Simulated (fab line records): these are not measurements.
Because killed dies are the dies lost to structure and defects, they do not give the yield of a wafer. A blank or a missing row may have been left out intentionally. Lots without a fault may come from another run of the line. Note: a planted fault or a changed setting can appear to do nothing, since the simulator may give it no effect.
Which tool did it? + flow n5Finfet + 12 lots, 29 wafers sampled, at 4 steps of a route of 1938

WHAT THE GAUGES READ, wafer by wafer
N5_BEOL_M7_OVL_MEAS_12. Usual: M7_OVL -0.2 nm, standard deviation 0.8.
| lot  | measured     | on         | M7_OVL (nm)    | flag |
|------|--------------|------------|----------------|------|
| L225 | day 11 13:49 | overlay-02 | 1.4 -0.5       |      |
| L226 | day 11 16:26 | overlay-02 | 0.0 0.2        |      |
| L231 | day 12 00:03 | overlay-02 | -0.2 0.3 0.2   |      |
| L224 | day 12 00:19 | overlay-02 | -0.7 -0.9 0.1  |      |
| L228 | day 12 11:32 | overlay-02 | -0.4 -0.7 -0.5 |      |
| L227 | day 12 17:29 | overlay-02 | -1.3 -2.0      |      |
| L232 | day 13 10:29 | overlay-01 | 1.1 0.8        |      |
| L234 | day 13 16:02 | overlay-02 | -0.5 -0.2      |      |
| L233 | day 13 16:13 | overlay-01 | 1.3 -0.5       |      |
| L236 | day 13 19:37 | overlay-01 | 0.9 -0.6       |      |
| L243 | day 15 21:40 | overlay-01 | 13.7 13.2 13.9 | OFF  |
| L244 | day 16 12:23 | overlay-02 | 14.3 15.1 15.0 | OFF  |

N5_BEOL_M7_INSPECT_13: inspects for defects (brightfield). Usual: rawDefectCount 479, standard deviation 99.
| lot  | measured     | on               | rawDefectCount | flag |
|------|--------------|------------------|----------------|------|
| L225 | day 11 13:50 | defectInspect-01 | 441 411        |      |
| L226 | day 11 16:28 | defectInspect-01 | 526 497        |      |
| L231 | day 12 00:05 | defectInspect-02 | 473 457 406    |      |
| L224 | day 12 00:20 | defectInspect-01 | 476 485 476    |      |
| L228 | day 12 11:34 | defectInspect-02 | 415 534 638    |      |
| L227 | day 12 17:30 | defectInspect-01 | 555 433        |      |
| L232 | day 13 10:31 | defectInspect-01 | 412 534        |      |
| L234 | day 13 16:04 | defectInspect-02 | 452 416        |      |
| L233 | day 13 16:14 | defectInspect-02 | 420 358        |      |
| L236 | day 13 19:38 | defectInspect-01 | 467 492        |      |
| L243 | day 15 21:41 | defectInspect-02 | 515 552 336    |      |
| L244 | day 16 12:24 | defectInspect-01 | 570 505 356    |      |

EACH LOT AND THE TOOL THAT RAN IT (in order: tool; ch and the chambers of the sampled wafers; start)
| lot  | N5_BEOL_M7_ILD_DEP_00           | N5_BEOL_M7_EXPOSE_08              |
|------|---------------------------------|-----------------------------------|
| L225 | pecvd-02 ch 2, day 11 12:32     | arfiScanner-03 ch 0, day 11 13:39 |
| L226 | pecvd-01 ch 1,2, day 11 14:19   | arfiScanner-01 ch 0, day 11 16:17 |
| L231 | pecvd-03 ch 1,2, day 11 22:25   | arfiScanner-03 ch 0, day 11 23:54 |
| L224 | pecvd-02 ch 0,1,2, day 11 22:35 | arfiScanner-01 ch 0, day 12 00:10 |
| L228 | pecvd-02 ch 0,1,2, day 12 08:26 | arfiScanner-03 ch 0, day 12 11:23 |
| L227 | pecvd-02 ch 0,2, day 12 15:21   | arfiScanner-01 ch 0, day 12 17:19 |
| L232 | pecvd-02 ch 0, day 13 08:38     | arfiScanner-03 ch 0, day 13 10:20 |
| L234 | pecvd-03 ch 1,2, day 13 13:28   | arfiScanner-01 ch 0, day 13 15:53 |
| L233 | pecvd-03 ch 0,1, day 13 13:46   | arfiScanner-03 ch 0, day 13 16:05 |
| L236 | pecvd-02 ch 0,2, day 13 16:37   | arfiScanner-03 ch 0, day 13 19:27 |
| L243 | pecvd-02 ch 0,1,2, day 15 19:55 | arfiScanner-03 ch 0, day 15 21:30 |
| L244 | pecvd-02 ch 0,1,2, day 16 10:41 | arfiScanner-03 ch 0, day 16 12:14 |
- N5_BEOL_M7_ILD_DEP_00: deposits SiCOH lowk from DEMS/porogen, target thk 179.75 nm, time 33.4 s.
- N5_BEOL_M7_EXPOSE_08: exposes mask M7.

AS READ BY THE TOOLS THEMSELVES (means over the sampled wafers that have a number; for cases with no such wafer, the mark the record gives instead)
N5_BEOL_M7_ILD_DEP_00. Usual: heaterPowerW 318 W, standard deviation 58; showerheadPlenumPTorr 5.750 Torr, standard deviation 0.01; susceptorTempC 300.02 C, standard deviation 0.17; throttleValvePct 14.1 %, standard deviation 0.6.
| lot  | tool     | heaterPowerW (W) | showerheadPlenumPTorr (Torr) | susceptorTempC (C) | throttleValvePct (%) | flag |
|------|----------|------------------|------------------------------|--------------------|----------------------|------|
| L225 | pecvd-02 | 348              | 5.742                        | 299.95             | 13.4                 |      |
| L226 | pecvd-01 | 446              | 5.745                        | 300.08             | 14.3                 |      |
| L231 | pecvd-03 | 312              | 5.749                        | 300.05             | 13.7                 |      |
| L224 | pecvd-02 | 305              | 5.747                        | 300.06             | 13.9                 |      |
| L228 | pecvd-02 | 311              | 5.752                        | 299.96             | 14.1                 |      |
| L227 | pecvd-02 | 343              | 5.740                        | 299.98             | 13.4                 |      |
| L232 | pecvd-02 | 332              | 5.755                        | 300.26             | 14.0                 |      |
| L234 | pecvd-03 | 291              | 5.752                        | 300.15             | 13.7                 |      |
| L233 | pecvd-03 | 248              | 5.752                        | 299.99             | 13.9                 |      |
| L236 | pecvd-02 | 354              | 5.753                        | 300.21             | 13.8                 |      |
| L243 | pecvd-02 | 305              | 5.753                        | 299.99             | 13.9                 |      |
| L244 | pecvd-02 | 320              | 5.744                        | 300.09             | 14.1                 |      |

N5_BEOL_M7_EXPOSE_08. Usual: exposureDoseMJCm2 68.23, standard deviation 0.07.
| lot  | tool           | exposureDoseMJCm2 | flag |
|------|----------------|-------------------|------|
| L225 | arfiScanner-03 | 68.15             |      |
| L226 | arfiScanner-01 | 68.22             |      |
| L231 | arfiScanner-03 | 68.22             |      |
| L224 | arfiScanner-01 | 68.21             |      |
| L228 | arfiScanner-03 | 68.26             |      |
| L227 | arfiScanner-01 | 68.28             |      |
| L232 | arfiScanner-03 | 68.19             |      |
| L234 | arfiScanner-01 | 68.18             |      |
| L233 | arfiScanner-03 | 68.21             |      |
| L236 | arfiScanner-03 | 68.31             |      |
| L243 | arfiScanner-03 | 68.39             |      |
| L244 | arfiScanner-03 | 68.28             |      |

THE ANSWER, worked out from the rows above alone
Rule: a lot counts as off when the mean over its wafers that have a number is more than 3 standard deviations away from the usual mean. A lot without any number at a reading at which 4 lots or more have one is off too. Any other lot the step has rows for is counted as sound. After the gauges, taken in route order, come the tools' own readings; for these a lot's mean is taken, as printed above. The first step at which some lot is off is used, and at that step the reading that is off furthest; a lot without a number counts as furthest.
Off: L243, L244, at N5_BEOL_M7_OVL_MEAS_12 (M7_OVL).
A tool fits if, at a process step before that reading, it ran every lot that is off, and no sound lot after the first of them. Those tools and the gauges at N5_BEOL_M7_OVL_MEAS_12 are tried in the same way. This does not decide it: 2 tools fit, namely pecvd-02 at N5_BEOL_M7_ILD_DEP_00 and arfiScanner-03 at N5_BEOL_M7_EXPOSE_08.

WHAT THE SIMULATOR HAD INSERTED
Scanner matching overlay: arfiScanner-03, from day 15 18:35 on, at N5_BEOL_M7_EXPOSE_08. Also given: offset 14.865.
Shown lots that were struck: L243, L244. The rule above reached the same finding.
